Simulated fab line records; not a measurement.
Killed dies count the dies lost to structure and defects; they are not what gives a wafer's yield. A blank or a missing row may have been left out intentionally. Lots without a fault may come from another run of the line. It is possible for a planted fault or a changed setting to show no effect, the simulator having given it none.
fab line records -- flow n5Finfet
record: lots: 7, wafers: 39
route steps=1938 shown SD_EPI_N@269 HKMG_FIN@429 MOL_CONTACT_COAG@581 BEOL_M2@884 BEOL_M6@1212
startH: the number of hours between the record's first day and the start of the first shown wafer of the lot -- waitH: hours elapsed since this lot's preceding step -- " identical to the entry in the row above -- L1.1+2: a single row standing in for several wafers -- - no value, or no start given -- * or withheld: withheld -- < > ~ a bound
route shown NAME@n: NAME is a module with steps in the file, n the number in the route of the first one -- usual: mean and standard deviation over wafers with no fault -- same: alike in all rows -- chamber/n: place in a boat -- sites: readings site by site -- _std_site: standard deviation of those values -- _edge_site: outer sites' mean less inner sites' -- radiusMm: for every site, how far away it sits from the centre of the wafer -- mask NAME#n: copy n -- behind: the tool/chamber that last shaped the wafer -- hold: the reason the lot was held/the length of the hold in hours/how it ended -- device: which transistor (n, p or np) failed to switch -- end of line: the tests these same wafers got at the end of their route -- step lacking rows: just its recipe -- killed: at the first sort, the dies lost to defects and structure; wafer yield is something else -- map: a wafer's dies, marking killed ones x, the rest . and places with no die _
set.NAME: setting as actually run; set.NAME@STEP: the setting as run at that earlier step -- model.NAME: the simulator's own value behind a step, which no gauge read
lots with deliberately changed settings; one table per step, one row per wafer
== steps ==
step: N5_SD_EPI_N_DEVELOP_08
recipe: developTimeS: 30, developer: TMAH, resist: CAR-ArF-block, devTempC: 23, rinseLiquid: diw, dry: airSpin
lot.wafer,tool,chamber,startH,waitH,set.developTimeS
L075.1+2+4,lithoTrack-05,0,-,-,30
L080.1+2+4,lithoTrack-05,0,-,-,30
L080.3+5+6,lithoTrack-05,0,-,-,18.03
L087.1+4+5,lithoTrack-03,0,-,-,30
L087.2+3+6,lithoTrack-03,0,-,-,25.17
L088.1+4+6,lithoTrack-01,0,-,-,23.79
L088.2+3+5,lithoTrack-01,0,-,-,30
L089.1+2+3,lithoTrack-03,0,-,-,16.03
L089.4+5+6,lithoTrack-03,0,-,-,30
L090.1+2+4,lithoTrack-01,0,-,-,30
L090.3+5+6,lithoTrack-01,0,-,-,34.91
L093.1+2+5,lithoTrack-03,0,-,-,36.5
L093.3+4+6,lithoTrack-03,0,-,-,30
step: N5_SD_EPI_N_CD_MEAS_09
recipe: targetCdNm: 120, landingEnergyEv: 500, detector: seInlens
usual: cdNm: 119.8/0.63
lot.wafer,tool,chamber,startH,waitH,set.developTimeS@SD_EPI_N_DEVELOP_08,cdNm
L075.1,cdSem-02,0,55.08,-,30,119.6
L075.2,cdSem-02,0,55.08,-,30,120.5
L075.4,cdSem-02,0,55.08,-,30,120.4
L080.1,cdSem-03,0,88.38,-,30,120.4
L080.2,cdSem-03,0,88.38,-,30,120.1
L080.3,cdSem-03,0,88.38,-,18.03,117.2
L080.4,cdSem-03,0,88.38,-,30,120.2
L080.5,cdSem-03,0,88.38,-,18.03,117.1
L080.6,cdSem-03,0,88.38,-,18.03,118.0
L087.1,cdSem-01,0,130.79,-,30,117.9
L087.2,cdSem-01,0,130.79,-,25.17,117.5
L087.3,cdSem-01,0,130.79,-,25.17,117.8
L087.4,cdSem-01,0,130.79,-,30,118.8
L087.5,cdSem-01,0,130.79,-,30,118.5
L087.6,cdSem-01,0,130.79,-,25.17,118.4
L088.1,cdSem-03,0,131.58,-,23.79,118.9
L088.2,cdSem-03,0,131.58,-,30,120.6
L088.3,cdSem-03,0,131.58,-,30,120.3
L088.4,cdSem-03,0,131.58,-,23.79,119.2
L088.5,cdSem-03,0,131.58,-,30,120.3
L088.6,cdSem-03,0,131.58,-,23.79,118.7
L089.1,cdSem-03,0,150.04,-,16.03,116.7
L089.2,cdSem-03,0,150.04,-,16.03,115.8
L089.3,cdSem-03,0,150.04,-,16.03,116.7
L089.4,cdSem-03,0,150.04,-,30,119.4
L089.5,cdSem-03,0,150.04,-,30,119.6
L089.6,cdSem-03,0,150.04,-,30,119.1
L090.1,cdSem-01,0,150.82,-,30,119.9
L090.2,cdSem-01,0,150.82,-,30,119.8
L090.3,cdSem-01,0,150.82,-,34.91,120.9
L090.4,cdSem-01,0,150.82,-,30,119.9
L090.5,cdSem-01,0,150.82,-,34.91,121.0
L090.6,cdSem-01,0,150.82,-,34.91,121.3
L093.1,cdSem-01,0,161.81,-,36.5,122.2
L093.2,cdSem-01,0,161.81,-,36.5,121.1
L093.3,cdSem-01,0,161.81,-,30,120.1
L093.4,cdSem-01,0,161.81,-,30,119.9
L093.5,cdSem-01,0,161.81,-,36.5,121.3
L093.6,cdSem-01,0,161.81,-,30,119.6
step: N5_SD_EPI_N_DESCUM_14
recipe: chemistry: O2, timeS: 7.9, sourcePowerW: 50, biasPowerW: 20, pressureMtorr: 20, rfFrequencyHz: 2.712e+07, tempC: 40, resist: CAR-ArF-block, o2FlowSccm: 225
lot.wafer,tool,chamber,startH,waitH,set.developTimeS@SD_EPI_N_DEVELOP_08,model.SD_EPI_N.cdNm
L075.1,rieDiel-05,2,55.17,0.0,30,-
L075.2,rieDiel-05,0,55.17,0.0,30,120.8
L075.4,rieDiel-05,3,55.17,0.0,30,120.4
L080.1,rieDiel-05,1,88.47,0.0,30,120.4
L080.2,rieDiel-05,3,88.47,0.0,30,120.2
L080.3,rieDiel-05,0,88.47,0.0,18.03,117.2
L080.4,rieDiel-05,2,88.47,0.0,30,120
L080.5,rieDiel-05,1,88.47,0.0,18.03,117
L080.6,rieDiel-05,2,88.47,0.0,18.03,118
L087.1+5,rieDiel-02,"3,2",131.11,0.3,30,118.4
L087.2,rieDiel-02,2,131.11,0.3,25.17,117.6
L087.3,rieDiel-02,0,131.11,0.3,25.17,117.8
L087.4,rieDiel-02,1,131.11,0.3,30,119
L087.6,rieDiel-02,1,131.11,0.3,25.17,118.4
L088.1+4,rieDiel-01,"0,3",132.39,0.8,23.79,119
L088.2,rieDiel-01,3,132.39,0.8,30,120.2
L088.3,rieDiel-01,2,132.39,0.8,30,120.6
L088.5,rieDiel-01,0,132.39,0.8,30,120.4
L088.6,rieDiel-01,2,132.39,0.8,23.79,118.8
L089.1,rieDiel-05,3,150.16,0.1,16.03,116.6
L089.2,rieDiel-05,2,150.16,0.1,16.03,116.2
L089.3,rieDiel-05,1,150.16,0.1,16.03,116.8
L089.4,rieDiel-05,2,150.16,0.1,30,119.8
L089.5+6,rieDiel-05,"1,3",150.16,0.1,30,119.4
L090.1,rieDiel-05,2,150.90,0.0,30,120.2
L090.2,rieDiel-05,1,150.90,0.0,30,120
L090.3,rieDiel-05,3,150.90,0.0,34.91,120.8
L090.4,rieDiel-05,3,150.90,0.0,30,120.4
L090.5+6,rieDiel-05,"2,1",150.90,0.0,34.91,121
L093.1,rieDiel-01,0,161.90,0.0,36.5,122.2
L093.2,rieDiel-01,3,161.90,0.0,36.5,120.8
L093.3+6,rieDiel-01,2,161.90,0.0,30,119.8
L093.4,rieDiel-01,1,161.90,0.0,30,120.2
L093.5,rieDiel-01,3,161.90,0.0,36.5,121
step: N5_SD_EPI_N_ETCH_34
recipe: chemistry: CF4, target: SiARC, targetDepthA: 455, maskMaterial: CAR-ArF-block, timeS: 75.8, ionEnergyEv: 80, pressureMtorr: 40, sourceW: 545, biasW: 36, Ar_flow_sccm: 100, cf4FlowSccm: 100, ends: cleared
lot.wafer,tool,chamber,startH,waitH,set.developTimeS@SD_EPI_N_DEVELOP_08,model.SD_EPI_N.cdNm
L075.1,rieDiel-05,2,55.20,0.0,30,120
L075.2,rieDiel-05,0,55.20,0.0,30,120.6
L075.4,rieDiel-05,3,55.20,0.0,30,120.4
L080.1+2,rieDiel-05,"1,3",88.50,0.0,30,120.2
L080.3,rieDiel-05,0,88.50,0.0,18.03,117.2
L080.4,rieDiel-05,2,88.50,0.0,30,119.8
L080.5,rieDiel-05,1,88.50,0.0,18.03,116.6
L080.6,rieDiel-05,2,88.50,0.0,18.03,117.8
L087.1,rieDiel-02,3,131.14,0.0,30,118.2
L087.2,rieDiel-02,2,131.14,0.0,25.17,117.6
L087.3,rieDiel-02,0,131.14,0.0,25.17,117.8
L087.4,rieDiel-02,1,131.14,0.0,30,118.8
L087.5,rieDiel-02,2,131.14,0.0,30,118.4
L087.6,rieDiel-02,1,131.14,0.0,25.17,118
L088.1,rieDiel-01,0,132.43,0.0,23.79,119.2
L088.2,rieDiel-01,3,132.43,0.0,30,120.2
L088.3+5,rieDiel-01,"2,0",132.43,0.0,30,120.4
L088.4,rieDiel-01,3,132.43,0.0,23.79,119
L088.6,rieDiel-01,2,132.43,0.0,23.79,118.8
L089.1+3,rieDiel-05,"3,1",150.19,0.0,16.03,116.8
L089.2,rieDiel-05,2,150.19,0.0,16.03,116.2
L089.4,rieDiel-05,2,150.19,0.0,30,119.8
L089.5+6,rieDiel-05,"1,3",150.19,0.0,30,119.4
L090.1,rieDiel-05,2,150.94,0.0,30,120.2
L090.2,rieDiel-05,1,150.94,0.0,30,120
L090.3+5+6,rieDiel-05,"3,2,1",150.94,0.0,34.91,120.8
L090.4,rieDiel-05,3,150.94,0.0,30,120.6
L093.1,rieDiel-01,0,161.93,0.0,36.5,122
L093.2,rieDiel-01,3,161.93,0.0,36.5,120.8
L093.3+6,rieDiel-01,2,161.93,0.0,30,119.8
L093.4,rieDiel-01,1,161.93,0.0,30,120.4
L093.5,rieDiel-01,3,161.93,0.0,36.5,121
step: N5_HKMG_FIN_DEVELOP_11
recipe: developTimeS: 30, developer: TMAH, resist: CAR-ArF, devTempC: 23, rinseLiquid: diw, dry: airSpin
lot.wafer,tool,chamber,startH,waitH,set.developTimeS
L075.1+2+4,lithoTrack-02,0,-,-,30
L080.1+2+3,lithoTrack-02,0,-,-,37.3
L080.4+5+6,lithoTrack-02,0,-,-,30
L087.1+3+5,lithoTrack-01,0,-,-,25.37
L087.2+4+6,lithoTrack-01,0,-,-,30
L088.1+2+6,lithoTrack-05,0,-,-,30
L088.3+4+5,lithoTrack-05,0,-,-,25.33
L089.1+3+6,lithoTrack-01,0,-,-,30
L089.2+4+5,lithoTrack-01,0,-,-,16.38
L090.1+4+6,lithoTrack-02,0,-,-,12.31
L090.2+3+5,lithoTrack-02,0,-,-,30
L093.1+3+4,lithoTrack-05,0,-,-,37.97
L093.2+5+6,lithoTrack-05,0,-,-,30
step: N5_HKMG_FIN_CD_MEAS_12
recipe: targetCdNm: 92.8, landingEnergyEv: 500, detector: seInlens
usual: cdNm: 92.7/0.53
lot.wafer,tool,chamber,startH,waitH,set.developTimeS@HKMG_FIN_DEVELOP_11,cdNm
L075.1,cdSem-02,0,80.95,-,30,91.6
L075.2,cdSem-02,0,80.95,-,30,92.2
L075.4,cdSem-02,0,80.95,-,30,91.8
L080.1,cdSem-02,0,113.37,-,37.3,94.1
L080.2,cdSem-02,0,113.37,-,37.3,93.4
L080.3,cdSem-02,0,113.37,-,37.3,93.6
L080.4,cdSem-02,0,113.37,-,30,92.3
L080.5,cdSem-02,0,113.37,-,30,92.8
L080.6,cdSem-02,0,113.37,-,30,93.2
L087.1,cdSem-01,0,157.82,-,25.37,92.3
L087.2,cdSem-01,0,157.82,-,30,92.4
L087.3,cdSem-01,0,157.82,-,25.37,92.6
L087.4,cdSem-01,0,157.82,-,30,93.1
L087.5,cdSem-01,0,157.82,-,25.37,92.2
L087.6,cdSem-01,0,157.82,-,30,92.7
L088.1,cdSem-02,0,159.16,-,30,92.4
L088.2,cdSem-02,0,159.16,-,30,92.1
L088.3,cdSem-02,0,159.16,-,25.33,91.7
L088.4,cdSem-02,0,159.16,-,25.33,91.4
L088.5,cdSem-02,0,159.16,-,25.33,91.9
L088.6,cdSem-02,0,159.16,-,30,92.4
L089.1,cdSem-01,0,176.40,-,30,92.9
L089.2,cdSem-01,0,176.40,-,16.38,89.5
L089.3,cdSem-01,0,176.40,-,30,93.3
L089.4,cdSem-01,0,176.40,-,16.38,89.7
L089.5,cdSem-01,0,176.40,-,16.38,89.9
L089.6,cdSem-01,0,176.40,-,30,93.3
L090.1,cdSem-02,0,177.11,-,12.31,87.9
L090.2,cdSem-02,0,177.11,-,30,92.2
L090.3,cdSem-02,0,177.11,-,30,92.0
L090.4,cdSem-02,0,177.11,-,12.31,87.8
L090.5,cdSem-02,0,177.11,-,30,92.3
L090.6,cdSem-02,0,177.11,-,12.31,87.7
L093.1,cdSem-01,0,189.17,-,37.97,93.6
L093.2,cdSem-01,0,189.17,-,30,92.8
L093.3,cdSem-01,0,189.17,-,37.97,94.1
L093.4,cdSem-01,0,189.17,-,37.97,93.8
L093.5,cdSem-01,0,189.17,-,30,92.8
L093.6,cdSem-01,0,189.17,-,30,92.3
step: N5_MOL_CONTACT_COAG_ETCH_91
recipe: chemistry: N2/H2, target: SOC, targetDepthA: 600, overetchA: 210, maskMaterial: SiARC, tempC: 40, timeS: 101.2, ionEnergyEv: 200, pressureMtorr: 30, sourceW: 840, biasW: 150, n2FlowSccm: 200, h2FlowSccm: 200
lot.wafer,tool,chamber,startH,waitH,set.timeS,model.etch.depthNm,model.SiARC_of_MOL_CONTACT_COAG_COAT_76.thkNm
L075.1,rieDiel-02,0,105.46,0.0,101.2,60.06,5.8
L075.2,rieDiel-02,1,105.46,0.0,101.2,59.96,5.6
L075.4,rieDiel-02,3,105.46,0.0,101.2,60.13,5.8
L080.1,rieDiel-05,3,135.93,0.0,101.2,59.88,6
L080.2,rieDiel-05,1,135.93,0.0,62.19,50.11,7.4
L080.3,rieDiel-05,0,135.93,0.0,101.2,59.89,6
L080.4,rieDiel-05,2,135.93,0.0,62.19,50.61,7.4
L080.5,rieDiel-05,1,135.93,0.0,101.2,59.93,5.8
L080.6,rieDiel-05,2,135.93,0.0,62.19,50.33,7.4
L087.1,rieDiel-05,3,181.71,0.0,101.2,60.09,6
L087.2,rieDiel-05,2,181.71,0.0,101.2,59.96,5.8
L087.3,rieDiel-05,0,181.71,0.0,101.2,59.92,6
L087.4,rieDiel-05,1,181.71,0.0,101.2,59.84,5.8
L087.5,rieDiel-05,3,181.71,0.0,101.2,59.97,6
L087.6,rieDiel-05,0,181.71,0.0,101.2,59.91,6
L088.1,rieDiel-05,3,184.39,0.0,101.2,59.9,6
L088.2,rieDiel-05,2,184.39,0.0,63.69,51.2,7.4
L088.3,rieDiel-05,0,184.39,0.0,101.2,59.92,6
L088.4,rieDiel-05,3,184.39,0.0,63.69,50.63,7.4
L088.5,rieDiel-05,2,184.39,0.0,63.69,51.15,7.4
L088.6,rieDiel-05,0,184.39,0.0,101.2,59.78,6
L090.1,rieDiel-01,1,200.16,0.0,146.2,59.91,3.8
L090.2,rieDiel-01,3,200.16,0.0,101.2,59.98,5.8
L090.3,rieDiel-01,2,200.16,0.0,146.2,59.84,3.8
L090.4,rieDiel-01,0,200.16,0.0,101.2,60.15,5.8
L090.5,rieDiel-01,1,200.16,0.0,101.2,60,5.8
L090.6,rieDiel-01,0,200.16,0.0,146.2,59.88,4
L089.1,rieDiel-05,3,201.11,0.0,64.89,51.23,7.4
L089.2,rieDiel-05,0,201.11,0.0,101.2,59.77,6
L089.3,rieDiel-05,2,201.11,0.0,101.2,59.71,5.8
L089.4,rieDiel-05,0,201.11,0.0,101.2,59.78,6
L089.5,rieDiel-05,2,201.11,0.0,64.89,51.74,7.4
L089.6,rieDiel-05,3,201.11,0.0,64.89,51.21,7.4
L093.1,rieDiel-02,2,211.75,0.0,101.2,59.73,6
L093.2,rieDiel-02,1,211.75,0.0,101.2,59.79,5.8
L093.3,rieDiel-02,0,211.75,0.0,101.2,59.62,5.8
L093.4,rieDiel-02,3,211.75,0.0,101.2,59.71,5.8
L093.5,rieDiel-02,0,211.75,0.0,101.2,59.88,5.8
L093.6,rieDiel-02,3,211.75,0.0,101.2,59.85,5.8
step: N5_MOL_CONTACT_COAG_STRIP_92
recipe: chemistry: N2/H2, tempC: 40, n2FlowSccm: 200, h2FlowSccm: 200, rfFrequencyHz: 6e+07
step: N5_MOL_CONTACT_COAG_STRIP_93
recipe: chemistry: N2/H2, tempC: 40, n2FlowSccm: 200, h2FlowSccm: 200, rfFrequencyHz: 6e+07
step: N5_MOL_CONTACT_COAG_VIA_ETCH_46
recipe: chemistry: C4F6/O2, targetDepthA: 460, overetchA: 92, maskMaterial: SOC, target: SiO2, biasW: 455, pressureMtorr: 10, timeS: 40, sourceW: 325, Ar_flow_sccm: 300, C4F6_flow_sccm: 10, O2_flow_sccm: 10, ionEnergyEv: 575.3, ends: endPoint
step: N5_MOL_CONTACT_COAG_STRIP_96
recipe: chemistry: N2/H2, powerW: 500, tempC: 40, pressureMtorr: 50, rfFrequencyHz: 6e+07, overashFraction: 0.3, biasPowerW: 28, h2Frac: 0.5, n2FlowSccm: 300, h2FlowSccm: 300
step: N5_MOL_CONTACT_COAG_ETCH_47
recipe: chemistry: CH3F/O2, target: SiNx, targetDepthA: 270, maskMaterial: SiO2, stopOn: W, overEtchFrac: 0.2, ionEnergyEv: 120, endpoint: OES-CN, pressureMtorr: 30, sourceW: 395, biasW: 73, Ar_flow_sccm: 150, CH3F_flow_sccm: 30, O2_flow_sccm: 20, ends: endPoint
usual: etchRfOnTimeS: 31.2/0.45
lot.wafer,tool,chamber,startH,waitH,set.timeS@MOL_CONTACT_COAG_ETCH_91,etchRfOnTimeS,model.etch.overEtchS
L075.1,rieDiel-02,0,105.69,0.0,101.2,30.7,5.119
L075.2,rieDiel-02,1,105.69,0.0,101.2,30.4,5.066
L075.4,rieDiel-02,3,105.69,0.0,101.2,30.5,5.075
L080.1,rieDiel-05,3,136.16,0.0,101.2,31.6,5.266
L080.2,rieDiel-05,1,136.16,0.0,62.19,50.8,0
L080.3,rieDiel-05,0,136.16,0.0,101.2,31.7,5.284
L080.4,rieDiel-05,2,136.16,0.0,62.19,50.8,0
L080.5,rieDiel-05,1,136.16,0.0,101.2,30.7,5.123
L080.6,rieDiel-05,2,136.16,0.0,62.19,50.8,0
L087.1,rieDiel-05,3,181.94,0.0,101.2,31.9,5.317
L087.2,rieDiel-05,2,181.94,0.0,101.2,31.3,5.209
L087.3,rieDiel-05,0,181.94,0.0,101.2,31.9,5.309
L087.4,rieDiel-05,1,181.94,0.0,101.2,31.2,5.199
L087.5,rieDiel-05,3,181.94,0.0,101.2,31.5,5.251
L087.6,rieDiel-05,0,181.94,0.0,101.2,32.0,5.33
L088.1,rieDiel-05,3,184.62,0.0,101.2,31.3,5.214
L088.2,rieDiel-05,2,184.62,0.0,63.69,50.8,0
L088.3,rieDiel-05,0,184.62,0.0,101.2,31.5,5.248
L088.4,rieDiel-05,3,184.62,0.0,63.69,50.8,0
L088.5,rieDiel-05,2,184.62,0.0,63.69,50.8,0
L088.6,rieDiel-05,0,184.62,0.0,101.2,31.6,5.274
L090.1,rieDiel-01,1,200.39,0.0,146.2,31.7,5.277
L090.2,rieDiel-01,3,200.39,0.0,101.2,31.5,5.249
L090.3,rieDiel-01,2,200.39,0.0,146.2,30.6,5.104
L090.4,rieDiel-01,0,200.39,0.0,101.2,31.1,5.192
L090.5,rieDiel-01,1,200.39,0.0,101.2,31.4,5.24
L090.6,rieDiel-01,0,200.39,0.0,146.2,31.3,5.22
L089.1,rieDiel-05,3,201.34,0.0,64.89,50.8,0
L089.2,rieDiel-05,0,201.34,0.0,101.2,31.9,5.309
L089.3,rieDiel-05,2,201.34,0.0,101.2,31.3,5.213
L089.4,rieDiel-05,0,201.34,0.0,101.2,31.8,5.293
L089.5,rieDiel-05,2,201.34,0.0,64.89,50.8,0
L089.6,rieDiel-05,3,201.34,0.0,64.89,50.8,0
L093.1,rieDiel-02,2,211.98,0.0,101.2,32.3,5.388
L093.2,rieDiel-02,1,211.98,0.0,101.2,31.1,5.183
L093.3,rieDiel-02,0,211.98,0.0,101.2,30.7,5.11
L093.4,rieDiel-02,3,211.98,0.0,101.2,31.4,5.226
L093.5,rieDiel-02,0,211.98,0.0,101.2,30.9,5.148
L093.6,rieDiel-02,3,211.98,0.0,101.2,31.2,5.202
step: N5_BEOL_M2_ETCH_70
recipe: chemistry: N2/H2, target: SOC, targetDepthA: 800, overetchA: 240, maskMaterial: SiARC, tempC: 40, timeS: 130, ionEnergyEv: 200, pressureMtorr: 30, sourceW: 840, biasW: 150, n2FlowSccm: 200, h2FlowSccm: 200
lot.wafer,tool,chamber,startH,waitH,set.timeS,model.SiARC_of_BEOL_M2_COAT_68.thkNm
L075.1+2+4,rieDiel-01,"0,1,3",145.61,0.0,130,6
L080.1+2,rieDiel-01,"0,1",178.91,0.0,130,5.8
L080.3+6,rieDiel-01,2,178.91,0.0,154.3,4.6
L080.4,rieDiel-01,3,178.91,0.0,154.3,4.8
L080.5,rieDiel-01,3,178.91,0.0,130,6
L087.1+4,rieDiel-05,"0,3",215.30,0.0,130,6
L087.2,rieDiel-05,2,215.30,0.0,130,5.8
L087.3+5,rieDiel-05,1,215.30,0.0,67.44,8.8
L087.6,rieDiel-05,0,215.30,0.0,67.44,9
L088.1,rieDiel-01,2,226.55,0.0,130,5.8
L088.2+6,rieDiel-01,0,226.55,0.0,205.4,2.4
L088.3+4,rieDiel-01,3,226.55,0.0,130,6
L088.5,rieDiel-01,2,226.55,0.0,205.4,2.2
L090.1,rieDiel-01,2,236.63,0.0,130,5.6
L090.2+3+4+5+6,rieDiel-01,"0,3,0,3,2",236.63,0.0,130,5.8
L089.1,rieDiel-05,1,247.15,0.0,130,5.6
L089.2+6,rieDiel-05,3,247.15,0.0,130,6
L089.3+4+5,rieDiel-05,"2,0,2",247.15,0.0,130,5.8
L093.1+5,rieDiel-01,0,251.92,0.0,130,5.8
L093.2,rieDiel-01,3,251.92,0.0,180.6,3.4
L093.3+6,rieDiel-01,2,251.92,0.0,180.6,3.2
L093.4,rieDiel-01,3,251.92,0.0,130,6
step: N5_BEOL_M6_ETCH_62
recipe: chemistry: N2/H2, target: SOC, targetDepthA: 1100, overetchA: 220, maskMaterial: SiARC, tempC: 40, timeS: 165, ionEnergyEv: 200, pressureMtorr: 30, sourceW: 840, biasW: 150, n2FlowSccm: 200, h2FlowSccm: 200
lot.wafer,tool,chamber,startH,waitH,set.timeS,model.etch.depthNm,model.SiARC_of_BEOL_M6_COAT_60.thkNm,model.BEOL_M6.cdOffsetNm
L075.1,rieDiel-05,0,190.16,0.0,165,100.2,28.8,-0.6
L075.2,rieDiel-05,2,190.16,0.0,165,100,28.4,-0.2
L075.4,rieDiel-05,3,190.16,0.0,165,99.92,28.8,0.6
L080.1,rieDiel-05,3,223.00,0.0,165,99.81,28.4,0.6
L080.2,rieDiel-05,1,223.00,0.0,165,100.3,28,0.4
L080.3,rieDiel-05,2,223.00,0.0,165,100,28.2,0.8
L080.4,rieDiel-05,3,223.00,0.0,165,99.9,28.4,0.2
L080.5,rieDiel-05,1,223.00,0.0,165,99.65,28,0.4
L080.6,rieDiel-05,2,223.00,0.0,165,99.73,28.2,0.6
L087.1,rieDiel-05,2,262.50,0.0,165,99.94,28.2,0.6
L087.2,rieDiel-05,3,262.50,0.0,165,99.85,28.4,0.4
L087.3,rieDiel-05,0,262.50,0.0,165,99.75,28.2,0.6
L087.4,rieDiel-05,1,262.50,0.0,89.84,73.87,31.2,-1.4
L087.5,rieDiel-05,2,262.50,0.0,89.84,72.45,31.2,-1.4
L087.6,rieDiel-05,1,262.50,0.0,89.84,73.68,31.2,-2
L088.1,rieDiel-01,1,277.16,0.0,165,99.88,28.2,-0.4
L088.2,rieDiel-01,3,277.16,0.0,165,99.76,28.4,-0.2
L088.3,rieDiel-01,0,277.16,0.0,165,99.65,28.4,0.2
L088.4,rieDiel-01,2,277.16,0.0,165,100.1,28.2,0
L088.5,rieDiel-01,1,277.16,0.0,165,99.85,28.2,-0.2
L088.6,rieDiel-01,0,277.16,0.0,165,100.1,28.4,-0.4
L090.1,rieDiel-01,0,277.49,0.0,123.8,98.2,30,-0.6
L090.2,rieDiel-01,2,277.49,0.0,165,99.8,28.2,0.4
L090.3,rieDiel-01,3,277.49,0.0,165,99.72,28.4,-0.2
L090.4,rieDiel-01,1,277.49,0.0,123.8,99.66,29.8,-0.8
L090.5,rieDiel-01,3,277.49,0.0,123.8,97.23,30,-0.8
L090.6,rieDiel-01,0,277.49,0.0,165,99.64,28.4,0
L089.1,rieDiel-01,3,293.99,0.0,165,99.84,28.4,-0.8
L089.2,rieDiel-01,2,293.99,0.0,165,99.78,28.2,-0.4
L089.3,rieDiel-01,1,293.99,0.0,66.79,55.21,32.2,-2.6
L089.4,rieDiel-01,0,293.99,0.0,165,99.64,28.6,-0.2
L089.5,rieDiel-01,3,293.99,0.0,66.79,52.64,32.4,-2.4
L089.6,rieDiel-01,2,293.99,0.0,66.79,53.96,32.2,-2.4
L093.1,rieDiel-02,0,303.72,0.0,235.5,99.86,25.4,1.2
L093.2,rieDiel-02,2,303.72,0.0,235.5,100.3,25.8,0.2
L093.3,rieDiel-02,1,303.72,0.0,165,100,28.2,0.6
L093.4,rieDiel-02,3,303.72,0.0,235.5,100,25.4,1
L093.5,rieDiel-02,2,303.72,0.0,165,99.89,28.6,-0.6
L093.6,rieDiel-02,1,303.72,0.0,165,100.2,28.2,0.2
step: N5_BEOL_M6_STRIP_68
recipe: chemistry: N2/H2, tempC: 40, n2FlowSccm: 200, h2FlowSccm: 200, rfFrequencyHz: 6e+07
step: N5_BEOL_M6_STRIP_67
recipe: chemistry: CF4, resist: SiARC, powerW: 300, biasPowerW: 75, pressureMtorr: 50, cf4FlowSccm: 150, rfFrequencyHz: 6e+07
step: N5_BEOL_M6_HM_OPEN_17
recipe: chemistry: Cl2/BCl3, targetDepthA: 200, overetchA: 60, target: TiN, maskMaterial: SOC, ionEnergyEv: 150, pressureMtorr: 10, icpW: 1000, biasW: 126, Cl2_flow_sccm: 53.25, bcl3FlowSccm: 21.75, Ar_flow_sccm: 25
lot.wafer,tool,chamber,startH,waitH,set.timeS@BEOL_M6_ETCH_62,model.BEOL_M6.cdOffsetNm
L075.1,rieMetal-02,1,190.35,0.0,165,-0.4
L075.2,rieMetal-02,0,190.35,0.0,165,-0.2
L075.4,rieMetal-02,1,190.35,0.0,165,0.6
L080.1+3,rieMetal-03,0,223.19,0.0,165,0.8
L080.2+5,rieMetal-03,"1,0",223.19,0.0,165,0.4
L080.4,rieMetal-03,1,223.19,0.0,165,0.2
L080.6,rieMetal-03,1,223.19,0.0,165,0.6
L087.1,rieMetal-01,1,262.69,0.0,165,0.8
L087.2,rieMetal-01,0,262.69,0.0,165,0.4
L087.3,rieMetal-01,0,262.69,0.0,165,0.6
L087.4+5,rieMetal-01,1,262.69,0.0,89.84,-1.2
L087.6,rieMetal-01,0,262.69,0.0,89.84,-2
L088.1+6,rieMetal-03,"0,1",277.35,0.0,165,-0.4
L088.2+5,rieMetal-03,"1,0",277.35,0.0,165,-0.2
L088.3,rieMetal-03,1,277.35,0.0,165,0.2
L088.4,rieMetal-03,0,277.35,0.0,165,0
L090.1+4,rieMetal-03,"1,0",277.67,0.0,123.8,-0.6
L090.2,rieMetal-03,0,277.67,0.0,165,0.4
L090.3,rieMetal-03,1,277.67,0.0,165,-0.2
L090.5,rieMetal-03,0,277.67,0.0,123.8,-0.8
L090.6,rieMetal-03,1,277.67,0.0,165,0
L089.1,rieMetal-01,0,294.18,0.0,165,-0.8
L089.2,rieMetal-01,1,294.18,0.0,165,-0.4
L089.3+5+6,rieMetal-01,"0,1,0",294.18,0.0,66.79,-2.4
L089.4,rieMetal-01,1,294.18,0.0,165,-0.2
L093.1,rieMetal-03,1,303.91,0.0,235.5,1.2
L093.2,rieMetal-03,0,303.91,0.0,235.5,0.2
L093.3,rieMetal-03,1,303.91,0.0,165,0.6
L093.4,rieMetal-03,0,303.91,0.0,235.5,1
L093.5,rieMetal-03,1,303.91,0.0,165,-0.6
L093.6,rieMetal-03,0,303.91,0.0,165,0.2
== key ==
split: step: N5_SD_EPI_N_DEVELOP_08, setting: developTimeS, stated: 30, by: wafer
response: step: N5_SD_EPI_N_CD_MEAS_09, reading: cdNm, change: +0.0663, per: 1%, r: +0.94
response: step: N5_SD_EPI_N_DESCUM_14, reading: model.SD_EPI_N.cdNm, change: +0.0646, per: 1%, r: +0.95
response: step: N5_SD_EPI_N_ETCH_34, reading: model.SD_EPI_N.cdNm, change: +0.0628, per: 1%, r: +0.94
split: step: N5_HKMG_FIN_DEVELOP_11, setting: developTimeS, stated: 30, by: wafer
response: step: N5_HKMG_FIN_CD_MEAS_12, reading: cdNm, change: +0.0659, per: 1%, r: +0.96
split: step: N5_MOL_CONTACT_COAG_ETCH_91, setting: timeS, stated: 101.2, by: wafer
response: step: N5_MOL_CONTACT_COAG_ETCH_91, reading: model.etch.depthNm, shape: bent, atLowest: 50.35, atStated: 59.89, atHighest: 59.88
response: step: N5_MOL_CONTACT_COAG_ETCH_91, reading: model.SiARC_of_MOL_CONTACT_COAG_COAT_76.thkNm, change: -0.0403, per: 1%, r: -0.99
response: step: N5_MOL_CONTACT_COAG_ETCH_47, reading: etchRfOnTimeS, shape: bent, atLowest: *, atStated: *, atHighest: *
response: step: N5_MOL_CONTACT_COAG_ETCH_47, reading: model.etch.overEtchS, shape: bent, atLowest: 0, atStated: 5.224, atHighest: 5.2
split: step: N5_BEOL_M2_ETCH_70, setting: timeS, stated: 130, by: wafer
response: step: N5_BEOL_M2_ETCH_70, reading: model.SiARC_of_BEOL_M2_COAT_68.thkNm, change: -0.0628, per: 1%, r: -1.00
split: step: N5_BEOL_M6_ETCH_62, setting: timeS, stated: 165, by: wafer
response: step: N5_BEOL_M6_ETCH_62, reading: model.etch.depthNm, shape: bent, atLowest: 53.94, atStated: 99.89, atHighest: 100.1
response: step: N5_BEOL_M6_ETCH_62, reading: model.SiARC_of_BEOL_M6_COAT_60.thkNm, change: -0.0649, per: 1%, r: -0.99
response: step: N5_BEOL_M6_ETCH_62, reading: model.BEOL_M6.cdOffsetNm, change: +0.0332, per: 1%, r: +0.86
response: step: N5_BEOL_M6_HM_OPEN_17, reading: model.BEOL_M6.cdOffsetNm, change: +0.0321, per: 1%, r: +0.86
